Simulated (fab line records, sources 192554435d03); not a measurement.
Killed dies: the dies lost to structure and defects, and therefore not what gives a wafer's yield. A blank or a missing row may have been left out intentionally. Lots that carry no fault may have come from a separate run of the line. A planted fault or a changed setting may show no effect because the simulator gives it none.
What tool caused it? :: flow n5Finfet :: 13 lots, 39 wafers sampled, at 4 steps of a route of 1938

## WHAT THE GAUGES READ, wafer by wafer
N5_BEOL_M13_INSPECT_55: inspects for defects (darkfield).
lot: L888
measured: day 10 16:26
on: defectInspect-01
rawDefectCount: 43 50 41

lot: L887
measured: day 11 08:29
on: defectInspect-01
rawDefectCount: 51 63 76

lot: L890
measured: day 11 08:38
on: defectInspect-01
rawDefectCount: 65 48 48

lot: L891
measured: day 12 01:43
on: defectInspect-02
rawDefectCount: 68 61 63

lot: L893
measured: day 12 07:13
on: defectInspect-01
rawDefectCount: 43 61 76

lot: L894
measured: day 12 11:23
on: defectInspect-01
rawDefectCount: 64 86 94

lot: L902
measured: day 15 03:49
on: defectInspect-01
rawDefectCount: 35 56 75

lot: L901
measured: day 15 04:06
on: defectInspect-01
rawDefectCount: 65 81 57

lot: L903
measured: day 15 10:50
on: defectInspect-02
rawDefectCount: 56 55 83

lot: L906
measured: day 16 01:37
on: defectInspect-02
rawDefectCount: 62 33 29

lot: L905
measured: day 16 02:29
on: defectInspect-01
rawDefectCount: 55 40 23

lot: L908
measured: day 16 03:47
on: defectInspect-01
rawDefectCount: 40 57 39

lot: L910
measured: day 17 14:34
on: defectInspect-02
rawDefectCount: 115 88 66

N5_BEOL_M14_OVL_MEAS_29.
lot: L888
measured: day 10 17:58
on: overlay-02
M14_OVL (nm): -6 0 0

lot: L887
measured: day 11 09:57
on: overlay-02
M14_OVL (nm): 5 0 -1

lot: L890
measured: day 11 10:13
on: overlay-02
M14_OVL (nm): 0 -3 0

lot: L891
measured: day 12 03:16
on: overlay-01
M14_OVL (nm): 0 4 2

lot: L893
measured: day 12 08:53
on: overlay-02
M14_OVL (nm): 6 3 1

lot: L894
measured: day 12 13:05
on: overlay-02
M14_OVL (nm): 1 5 7

lot: L902
measured: day 15 05:24
on: overlay-02
M14_OVL (nm): -5 -1 2

lot: L901
measured: day 15 05:38
on: overlay-02
M14_OVL (nm): -2 4 3

lot: L903
measured: day 15 12:35
on: overlay-02
M14_OVL (nm): 3 -1 -3

lot: L906
measured: day 16 03:10
on: overlay-02
M14_OVL (nm): -1 -3 -6

lot: L905
measured: day 16 04:02
on: overlay-02
M14_OVL (nm): -9 -7 -1

lot: L908
measured: day 16 05:31
on: overlay-02
M14_OVL (nm): 5 1 1

lot: L910
measured: day 17 15:59
on: overlay-01
M14_OVL (nm): 0 9 5

N5_BEOL_M14_INSPECT_30: inspects for defects (macro).
lot: L888
measured: day 10 17:59
on: defectInspect-01
rawDefectCount: 0 4 1

lot: L887
measured: day 11 09:58
on: defectInspect-01
rawDefectCount: 1 4 3

lot: L890
measured: day 11 10:14
on: defectInspect-01
rawDefectCount: 2 5 0

lot: L891
measured: day 12 03:17
on: defectInspect-01
rawDefectCount: 0 1 1

lot: L893
measured: day 12 08:54
on: defectInspect-01
rawDefectCount: 5 3 3

lot: L894
measured: day 12 13:07
on: defectInspect-01
rawDefectCount: 2 1 3

lot: L902
measured: day 15 05:25
on: defectInspect-01
rawDefectCount: 3 3 0

lot: L901
measured: day 15 05:40
on: defectInspect-01
rawDefectCount: 3 0 4

lot: L903
measured: day 15 12:36
on: defectInspect-01
rawDefectCount: 1 1 3

lot: L906
measured: day 16 03:11
on: defectInspect-01
rawDefectCount: 2 2 3

lot: L905
measured: day 16 04:03
on: defectInspect-02
rawDefectCount: 0 4 0

lot: L908
measured: day 16 05:32
on: defectInspect-02
rawDefectCount: 2 2 2

lot: L910
measured: day 17 16:01
on: defectInspect-02
rawDefectCount: 3 0 5

## EACH LOT AND THE TOOL THAT RAN IT (in order: tool; ch and the chambers of the sampled wafers; start)
lot: L888
N5_BEOL_M14_COAT_66: lithoTrack-01 ch 0, day 10 17:32

lot: L887
N5_BEOL_M14_COAT_66: lithoTrack-03 ch 0, day 11 09:38

lot: L890
N5_BEOL_M14_COAT_66: lithoTrack-03 ch 0, day 11 09:46

lot: L891
N5_BEOL_M14_COAT_66: lithoTrack-01 ch 0, day 12 02:57

lot: L893
N5_BEOL_M14_COAT_66: lithoTrack-01 ch 0, day 12 08:26

lot: L894
N5_BEOL_M14_COAT_66: lithoTrack-01 ch 0, day 12 12:39

lot: L902
N5_BEOL_M14_COAT_66: lithoTrack-04 ch 0, day 15 04:58

lot: L901
N5_BEOL_M14_COAT_66: lithoTrack-01 ch 0, day 15 05:11

lot: L903
N5_BEOL_M14_COAT_66: lithoTrack-01 ch 0, day 15 12:08

lot: L906
N5_BEOL_M14_COAT_66: lithoTrack-01 ch 0, day 16 02:43

lot: L905
N5_BEOL_M14_COAT_66: lithoTrack-03 ch 0, day 16 03:35

lot: L908
N5_BEOL_M14_COAT_66: lithoTrack-03 ch 0, day 16 05:12

lot: L910
N5_BEOL_M14_COAT_66: lithoTrack-01 ch 0, day 17 15:40
- N5_BEOL_M14_COAT_66: time 60 s, resist thk 110 nm.

## WHAT THE TOOLS THEMSELVES READ (means of the sampled wafers that have a number; where no wafer has one, the mark that the record gives instead)
N5_BEOL_M14_COAT_66.
lot: L888
tool: lithoTrack-01
dispensePressureKPa (kPa): 47.0
spinSpeedRpm (rpm): 1500.0

lot: L887
tool: lithoTrack-03
dispensePressureKPa (kPa): 51.0
spinSpeedRpm (rpm): 1499.6

lot: L890
tool: lithoTrack-03
dispensePressureKPa (kPa): 51.0
spinSpeedRpm (rpm): 1501.4

lot: L891
tool: lithoTrack-01
dispensePressureKPa (kPa): 47.0
spinSpeedRpm (rpm): 1565.3

lot: L893
tool: lithoTrack-01
dispensePressureKPa (kPa): 47.0
spinSpeedRpm (rpm): 1566.1

lot: L894
tool: lithoTrack-01
dispensePressureKPa (kPa): 47.0
spinSpeedRpm (rpm): 1566.2

lot: L902
tool: lithoTrack-04
dispensePressureKPa (kPa): 45.5
spinSpeedRpm (rpm): 1500.5

lot: L901
tool: lithoTrack-01
dispensePressureKPa (kPa): 47.0
spinSpeedRpm (rpm): 1500.2

lot: L903
tool: lithoTrack-01
dispensePressureKPa (kPa): 47.0
spinSpeedRpm (rpm): 1501.2

lot: L906
tool: lithoTrack-01
dispensePressureKPa (kPa): 47.0
spinSpeedRpm (rpm): 1499.2

lot: L905
tool: lithoTrack-03
dispensePressureKPa (kPa): 51.0
spinSpeedRpm (rpm): 1499.9

lot: L908
tool: lithoTrack-03
dispensePressureKPa (kPa): 51.0
spinSpeedRpm (rpm): 1501.5

lot: L910
tool: lithoTrack-01
dispensePressureKPa (kPa): 47.0
spinSpeedRpm (rpm): 1500.2

## THE ANSWER, worked out from the rows above alone
Rule: usual is defined by the lots themselves. Put in order of their means at a reading, lots are off if they are a third of the lots or fewer, leave a main group of 4 or more, and stand apart from it by a gap of 3 or more times the standard deviation of the main group's means; of several such gaps the widest counts. The tables above print the reading to a certain number of digits; a main group whose means all agree to those digits is not used. A lot without any number at a reading at which 4 lots or more have one is off too. The other lots that the step has rows for count as sound. After the gauges, taken in route order, come the tools' own readings; for these a lot's mean is taken, as printed above. At the first step where some lot is off, the reading lying furthest off is the one used; lots without a number count as furthest.
Off: L891, L893, L894, at N5_BEOL_M14_COAT_66 (spinSpeedRpm). The main group: mean 1500.4 rpm, standard deviation 0.74.
A tool fits if, at that step or a process step before it, it ran every lot that is off, and no sound lot after the first of them. Of those tried, none fits.

## WHAT THE SIMULATOR PUT IN
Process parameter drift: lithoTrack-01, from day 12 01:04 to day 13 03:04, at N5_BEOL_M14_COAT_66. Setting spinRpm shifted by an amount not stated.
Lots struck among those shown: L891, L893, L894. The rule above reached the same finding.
